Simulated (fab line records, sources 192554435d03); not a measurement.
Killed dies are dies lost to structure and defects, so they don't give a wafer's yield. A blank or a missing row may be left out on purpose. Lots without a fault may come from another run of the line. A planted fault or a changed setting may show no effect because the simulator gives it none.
fab line records | flow n5_finfet | part 2 of 2: steps 23 to 32 of 32
record lots=5 wafers=15 last_day=17
route steps=1938 shown FIN_CUT@176 STI_FIN_REVEAL@183
lots that met no fault: from a run of the same line without faults
start_h: hours from the record's first day to the start of the lot's first wafer shown | wait_h: hours since the lot's step before | " the same as in the row above | L1.1+2: a row that stands for several wafers | - no value, or no start given | * or withheld: withheld | < > ~ a bound
route shown NAME@n: a module of which the file shows steps, and the number in the route of the first | usual: mean/standard deviation of fault-free wafers | same: alike in all rows | chamber/n: place in a boat | sites: the reading at each site | _std_site: their standard deviation | _edge_site: outer sites' mean less inner sites' | radius_mm: how far each site lies from the wafer's centre | mask NAME#n: copy n | behind: the tool/chamber that last shaped the wafer | hold: why the lot was held/for how many hours/how that ended | device: the transistor (n, p or np) that didn't switch | end of line: the same wafers' tests at the end of the route | a step without rows: its recipe alone | killed: dies lost to structure and defects at the first sort, not the wafer's yield | map: a wafer's dies, x killed, . not, _ none there
set.NAME: the setting as run; set.NAME@STEP: as run at that earlier step | model.NAME: the simulator's own value behind a step, which no gauge read
lots at some steps of the route; a table a step, a row a wafer
services: from which hour (start_h, from the record's first day; less than 0 if before it) a tool's chamber was out of use, for how many hours, and why
## steps
# step N5_STI_FIN_REVEAL_PRECLEAN_17
# recipe chemistry=NF3:NH3 afs_cycles=1 temp_c=30 time_s=20 sublimation_temp_c=180 sublimation_time_s=60 pressure_torr=3 rf_power_w=30
# usual rf_power_w=30.00/0.091
# columns lot.wafer tool chamber start_h wait_h rf_power_w
L074.1 remote_plasma-02 0 36.14 0.0 30.09
L074.4 " 0 " " 30.19
L074.6 " 0 " " 30.07
L083.2 remote_plasma-02 0 90.63 0.1 30.01
L083.3 " 0 " " 29.93
L083.6 " 0 " " 29.99
L084.2 remote_plasma-01 0 99.32 0.1 30.17
L084.3 " 0 " " 30.21
L084.4 " 0 " " 30.20
L086.3 remote_plasma-01 1 108.39 0.1 30.17
L086.5 " 1 " " 30.15
L086.6 " 1 " " 30.00
L089.2 remote_plasma-01 0 128.75 0.1 30.10
L089.5 " 0 " " 30.11
L089.6 " 0 " " 30.10
# step N5_STI_FIN_REVEAL_ETCH_34
# recipe chemistry=H2 mode=isotropic material=Si target=Si target_depth_a=9.7 temp_c=20 pressure_mtorr=4.5 icp_w=300 bias_w=0 h2_flow_sccm=7.5 he_flow_sccm=142.5
# usual drypump_motor_current_A=5.9/0.47 he_flow_sccm=142.6/0.45 oes_product_au=1.008/0.011 throttle_valve_pct=25.8/0.5
# columns lot.wafer tool chamber start_h wait_h drypump_motor_current_A he_flow_sccm oes_product_au rf_hours_counter_h throttle_valve_pct
L074.1 rie_si-04 0 36.34 0.2 5.2 142.6 0.991 176 25.2
L074.4 " 2 " " 5.8 142.8 0.986 150 26.1
L074.6 " 0 " " 5.2 143.4 0.994 - 25.2
L083.2 rie_si-04 2 90.80 0.1 5.8 142.1 0.993 151 26.1
L083.3 " 3 " " 6.5 142.8 1.022 48 26.0
L083.6 " 0 " " 5.2 142.6 0.998 - 25.2
L084.2 rie_si-03 2 99.50 0.1 5.1 142.6 1.007 120 25.5
L084.3 " 1 " " 5.0 141.9 1.018 46 25.7
L084.4 " 3 " " 5.8 142.1 0.991 2 26.9
L086.3 rie_si-04 0 108.54 0.1 5.2 143.1 1.005 177 25.2
L086.5 " 2 " " 5.8 143.0 1.008 - 26.1
L086.6 " 3 " " 6.5 143.2 1.024 - 25.9
L089.2 rie_si-03 2 128.97 0.2 5.1 142.2 1.013 120 25.5
L089.5 " 0 " " 6.2 142.5 0.998 - 25.7
L089.6 " 3 " " 5.8 142.2 0.992 - 26.9
# step N5_STI_FIN_REVEAL_OXIDATION_31
# recipe chemistry=O2_PLASMA_REMOTE temp_c=150 time_s=20 pressure_mtorr=1000 source_power_w=2000 o2_flow_sccm=3000
# usual drypump_motor_current_A=5.3/0.43 heater_power_w=136/4.8 o2_flow_sccm=3000/9
# columns lot.wafer tool chamber start_h wait_h drypump_motor_current_A heater_power_w o2_flow_sccm rf_hours_counter_h
L074.1 plasma_asher-01 1 36.40 0.0 5.9 138 3009 25
L074.4 " 0 " " 5.2 140 2988 -
L074.6 " 1 " " 5.9 138 3007 -
L083.2 plasma_asher-01 0 90.87 0.0 5.2 139 3014 35
L083.3 " 1 " " 5.9 137 3001 -
L083.6 " 1 " " 5.9 130 3015 -
L084.2 plasma_asher-01 1 99.56 0.0 5.9 138 2994 38
L084.3 " 0 " " 5.2 141 3001 -
L084.4 " 1 " " 5.9 135 2996 -
L086.3 plasma_asher-01 1 108.63 0.1 5.9 137 2992 -
L086.5 " 1 " " 5.9 138 2986 -
L086.6 " 0 " " 5.2 141 3004 -
L089.2 plasma_asher-02 1 129.03 0.0 4.7 129 2990 104
L089.5 " 0 " " 5.3 135 3002 -
L089.6 " 1 " " 4.7 131 3002 -
# step N5_STI_FIN_REVEAL_PRECLEAN_32
# recipe chemistry=NF3:NH3 afs_cycles=1 temp_c=30 time_s=20 sublimation_temp_c=180 sublimation_time_s=60 pressure_torr=3 rf_power_w=30
# usual rf_power_w=30.00/0.098
# columns lot.wafer tool chamber start_h wait_h rf_power_w
L074.1 remote_plasma-01 0 36.49 0.1 30.02
L074.4 " 0 " " 29.97
L074.6 " 0 " " 30.03
L083.2 remote_plasma-02 1 90.98 0.1 29.96
L083.3 " 1 " " 29.85
L083.6 " 1 " " 29.86
L084.2 remote_plasma-02 0 99.67 0.1 29.95
L084.3 " 0 " " 29.94
L084.4 " 0 " " 29.95
L086.3 remote_plasma-01 1 108.75 0.1 30.01
L086.5 " 1 " " 29.88
L086.6 " 1 " " 29.96
L089.2 remote_plasma-02 1 129.15 0.1 29.69
L089.5 " 1 " " 29.91
L089.6 " 1 " " 29.86
# step N5_STI_FIN_REVEAL_STRIP_35
# recipe chemistry=H3PO4 material=Si3N4 temp_c=165 target_depth_a=40 time_s=39
# columns lot.wafer tool chamber start_h wait_h
L074.1+4+6 wet_bench-02 3,7,0 36.70 0.2
L083.2+3+6 wet_bench-06 4,7,6 91.16 0.2
L084.2+3+4 wet_bench-06 0,5,1 99.85 0.2
L086.3+5+6 wet_bench-03 4,6,5 108.90 0.1
L089.2+5+6 wet_bench-06 4,7,0 129.34 0.2
# step N5_STI_FIN_REVEAL_SRD_21
# recipe dry=ipa_marangoni time_s=30 temp_c=23 rinse_liquid=diw
# columns lot.wafer tool chamber start_h wait_h
L074.1+4+6 wet_bench-02 3,7,0 36.71 0.0
L083.2+3+6 wet_bench-06 4,7,6 91.18 0.0
L084.2+3+4 wet_bench-06 0,5,1 99.86 0.0
L086.3+5+6 wet_bench-03 4,6,5 108.91 0.0
L089.2+5+6 wet_bench-06 4,7,0 129.36 0.0
# step N5_STI_FIN_REVEAL_OXIDATION_33
# recipe chemistry=O2_PLASMA_REMOTE temp_c=150 time_s=20 pressure_mtorr=1000 source_power_w=2000 o2_flow_sccm=3000
# usual drypump_motor_current_A=5.4/0.43 heater_power_w=137/5 o2_flow_sccm=3001/8.8
# columns lot.wafer tool chamber start_h wait_h drypump_motor_current_A heater_power_w o2_flow_sccm rf_hours_counter_h
L074.1 plasma_asher-02 1 36.76 0.0 4.7 128 3007 85
L074.4 " 0 " " 5.2 139 3005 -
L074.6 " 1 " " 4.7 128 2993 -
L083.2 plasma_asher-01 1 91.22 0.0 5.9 137 2995 35
L083.3 " 0 " " 5.2 146 3002 -
L083.6 " 1 " " 5.9 132 2990 -
L084.2 plasma_asher-02 0 99.91 0.0 5.2 139 2989 99
L084.3 " 1 " " 4.7 130 2999 -
L084.4 " 0 " " 5.2 137 2988 -
L086.3 plasma_asher-01 0 108.98 0.0 5.2 140 3000 -
L086.5 " 0 " " 5.2 143 2995 -
L086.6 " 1 " " 5.9 136 3003 -
L089.2 plasma_asher-01 0 129.40 0.0 5.2 139 3008 44
L089.5 " 0 " " 5.2 139 3004 -
L089.6 " 1 " " 5.9 134 3002 -
# step N5_STI_FIN_REVEAL_CLEAN_19
# recipe chemistry=O3/DIW temp_c=25 time_s=120 o3_ppm=10
# columns lot.wafer tool chamber start_h wait_h
L074.1+4+6 wet_bench-06 1,3,6 36.84 0.1
L083.2+3+6 wet_bench-02 2,3,4 91.32 0.1
L084.2+3+4 wet_bench-06 5,3,2 100.00 0.1
L086.3+5+6 wet_bench-02 6,5,7 109.05 0.0
L089.2+5+6 wet_bench-03 3,6,7 129.49 0.1
# step N5_STI_FIN_REVEAL_SRD_23
# recipe dry=ipa_marangoni time_s=30 temp_c=23 rinse_liquid=diw
# columns lot.wafer tool chamber start_h wait_h
L074.1+4+6 wet_bench-06 1,3,6 36.88 0.0
L083.2+3+6 wet_bench-02 2,3,4 91.36 0.0
L084.2+3+4 wet_bench-06 5,3,2 100.03 0.0
L086.3+5+6 wet_bench-02 6,5,7 109.09 0.0
L089.2+5+6 wet_bench-03 3,6,7 129.52 0.0
# step N5_STI_FIN_REVEAL_CD_MEAS_22
# recipe target_cd_nm=6.238 pitch_nm=28 polarity=line
# usual cd_nm=6.28/0.27
# columns lot.wafer tool chamber start_h wait_h cd_nm
L074.1 cd_sem-02 - 36.92 0.0 6.20
L074.4 " - " " 6.30
L074.6 " - " " 6.35
L083.2 cd_sem-02 - 91.40 0.0 5.70
L083.3 " - " " 6.73
L083.6 " - " " 6.45
L084.2 cd_sem-03 - 100.07 0.0 5.83
L084.3 " - " " 6.55
L084.4 " - " " 5.84
L086.3 cd_sem-01 - 109.13 0.0 6.03
L086.5 " - " " 6.25
L086.6 " - " " 6.28
L089.2 cd_sem-03 - 129.57 0.0 5.84
L089.5 " - " " 5.81
L089.6 " - " " 6.32
## services
# columns tool chamber start_h hours kind
fcvd-02 - 16.43 1.0 repair
remote_plasma-02 - 26.25 1.0 repair
rie_si-03 - 26.89 2.6 repair
rie_diel-05 0 32.32 29.0 repair
fcvd-02 - 33.05 0.6 repair
rie_diel-04 3 35.70 3.2 repair
ald_sin-02 - 39.23 0.5 repair
plasma_asher-01 - 40.07 1.4 repair
rie_si-03 1 41.53 2.1 repair
ald_sin-02 2 43.06 14.4 repair
ald_sin-01 - 45.58 0.2 repair
rie_diel-05 3 51.80 1.8 repair
cmp-01 - 52.52 4.0 pm
ald_sin-02 1 52.87 3.3 repair
rie_si-03 - 54.11 4.0 pm
rie_si-06 3 54.54 12.4 repair
cmp-01 - 56.52 3.6 pm
wet_bench-06 - 56.81 4.0 repair
rie_si-04 - 61.52 0.4 repair
rtp_anneal-02 - 64.45 5.0 pm
wet_bench-04 - 76.07 1.6 repair
ald_sin-02 2 77.09 7.8 repair
rie_diel-04 1 80.43 8.6 repair
rie_diel-03 - 111.08 2.8 pm
